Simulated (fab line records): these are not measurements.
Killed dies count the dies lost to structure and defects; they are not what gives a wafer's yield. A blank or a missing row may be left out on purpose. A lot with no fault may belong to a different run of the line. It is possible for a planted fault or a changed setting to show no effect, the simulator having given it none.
Comparing a struck lot with a sound one -- flow n5-finfet -- 38 steps out of a route of 1938
Sound: wafers L511.1, L511.2, L511.5. Struck: wafer L508.6. (L508.2, L508.5 of the same lot were not struck and are left out.) The cause comes at the end.
At each step with rows: each side's tool, then ch and its chambers, then its first start. Under that, the readings that differ: sound wafers -- struck wafers -- difference of the means -- sigmas: that difference in standard deviations of wafers without a fault.
alike: readings whose means differ by less than 2 such deviations, and words and numbers that are the same on both sides. not compared: withheld readings, readings that some wafer has no value for, bounds like >300 that may hide the same value, and numbers for which the record gives no deviation and whose values overlap.
The two part at a step that has a row with sigmas, a row that says differs or no value, or rows on one side only. When numbers do not overlap yet have no deviation, they are printed without sigmas and do not part them. Lack of a reading on every wafer of one side parts them only where that side has two or more wafers.

first, 9 steps without rows for these wafers: N5_BEOL_M4_ANNEAL_95 (time 240 s); N5_BEOL_M4_SPUTTER_96 (material Cu, target thk 4.5 nm, time 8.29 s); N5_BEOL_M4_ECD_50 (material Cu, target thk 300 nm); N5_BEOL_M4_ANNEAL_51 (time 90 s); N5_BEOL_M4_CMP_52 (polishes, stops on SiOC, t overpolish 6.8 s, target thk 40 nm); N5_BEOL_M4_PRE_CLEAN_60 (time 15 s); N5_BEOL_M4_CO_CAP_55 (material Co, precursor CCTBA/H2, target thk 2 nm, time 102.1 s); N5_BEOL_M4_PRE_CLEAN_56 (time 15 s); N5_BEOL_M4_DEP_57 (deposits SiCN from 3MS/NH3, target thk 8 nm, time 14 s).
N5_BEOL_M4_RC_MEAS_101:
  sound on prober-01 ch 0, day 14 01:10; struck on prober-02 ch 0, day 13 09:04
  alike: DIBL_N, DIBL_P, IOFF_N, IOFF_P, ION_N, ION_P, SS_N, SS_P, VT_N, VT_P
then, 24 steps without rows for these wafers: N5_BEOL_M5_ILD_DEP_00 (deposits SiCOH lowk from DEMS/porogen, target thk 140.64 nm, time 25.9 s); N5_BEOL_M5_CURE_79 (cures SiCOH lowk, time 240 s); N5_BEOL_M5_PECVD_70 (deposits SiO2 from TEOS/O2, target thk 16 nm, time 18 s); N5_BEOL_M5_HM_DEP_02 (deposits TiN, target thk 20 nm); N5_BEOL_M5_COAT_59 (time 60 s, resist thk 60 nm); N5_BEOL_M5_COAT_60 (time 60 s, resist thk 12 nm); N5_BEOL_M5_COAT_71 (time 60 s, resist thk 5 nm); N5_BEOL_M5_COAT_05 (resist thk 30 nm); N5_BEOL_M5_EBR_07; N5_BEOL_M5_SOFTBAKE_06 (time 60 s); N5_BEOL_M5_EXPOSE_08 (exposes mask M5, target cd 28 nm); N5_BEOL_M5_PEB_09 (peb time 60 s); N5_BEOL_M5_DEVELOP_10 (develop time 30 s); N5_BEOL_M5_DESCUM_16 (chemistry O2, time 7 s); N5_BEOL_M5_ETCH_72 (etches underlayer in N2/H2, target depth 6.5 nm, time 5.2 s); N5_BEOL_M5_ETCH_61 (etches SiARC in CF4, target depth 15.6 nm, time 26 s); N5_BEOL_M5_ETCH_62 (etches SOC in N2/H2, target depth 75 nm, overetch 15 nm, time 112.5 s); N5_BEOL_M5_STRIP_63 (strips in N2/H2); N5_BEOL_M5_STRIP_73 (strips in N2/H2); N5_BEOL_M5_STRIP_64 (strips in CF4); N5_BEOL_M5_HM_OPEN_17 (chemistry Cl2/BCl3, target TiN, target depth 20 nm, overetch 6 nm); N5_BEOL_M5_STRIP_19 (strips in O2); N5_BEOL_M5_COAT_65 (time 60 s, resist thk 60 nm); N5_BEOL_M5_COAT_66 (time 60 s, resist thk 12 nm).
-- here the record skips 4 days between the struck wafers' starts before and after, leaving off in module BEOL_M5 and picking up in module PASSIVATION (first step shown: number 1910 of the route) --
N5_PASSIVATION_AL_DEP_21: deposits Al, target thk 2800 nm, time 170 s.
  struck on pvd-sputter-03, day 17 11:17; sound on pvd-sputter-01, day 18 02:23
reading,sound,struck,difference,sigmas
throttle-valve-pct (%),30.1 31.7 30.2,28.5,-2.2,-2
model.Al_of_PASSIVATION_AL_DEP_21.thk-nm (nm),2722 2745 2736,3937,+1203,
N5_PASSIVATION_ETCH_59: etches TaN in Cl2/BCl3, target depth 65 nm, time 34.9 s.
  sound on rie-metal-01 ch 0,1, day 18 03:26; struck on rie-metal-03 ch 0, day 17 12:27
reading,sound,struck,difference,sigmas
oes-product-au (a.u.),0.68 0.96 0.68,0.20,-0.57,-6
throttle-valve-pct (%),21.19 20.93 21.19,22.81,+1.71,+9
  alike: drypump-motor-current-A, rf-fwd-power-W
  not compared: rf-hours-counter-h
N5_PASSIVATION_STRIP_52: strips in post etch residue remover, time 1200 s.
  sound on wet-bench-03 ch 0,5,7, day 18 05:36; struck on wet-bench-03 ch 2, day 17 14:28
reading,sound,struck,difference,sigmas
model.Al_of_PASSIVATION_AL_DEP_21.thk-nm (nm),2707 2730 2721,3922,+1203,
  alike: bath-guard-temp-C
N5_PASSIVATION_PROBE_49:
  record: rows for the struck wafers here (prober-01, day 17 17:41), none for the sound ones

## WHERE THEY PART
At N5_PASSIVATION_AL_DEP_21 first; at N5_PASSIVATION_PROBE_49 last (within this record only).

WHY: what the simulator had put in
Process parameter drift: pvd-sputter-03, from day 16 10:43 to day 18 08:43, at N5_PASSIVATION_AL_DEP_21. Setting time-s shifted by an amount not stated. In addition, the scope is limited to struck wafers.
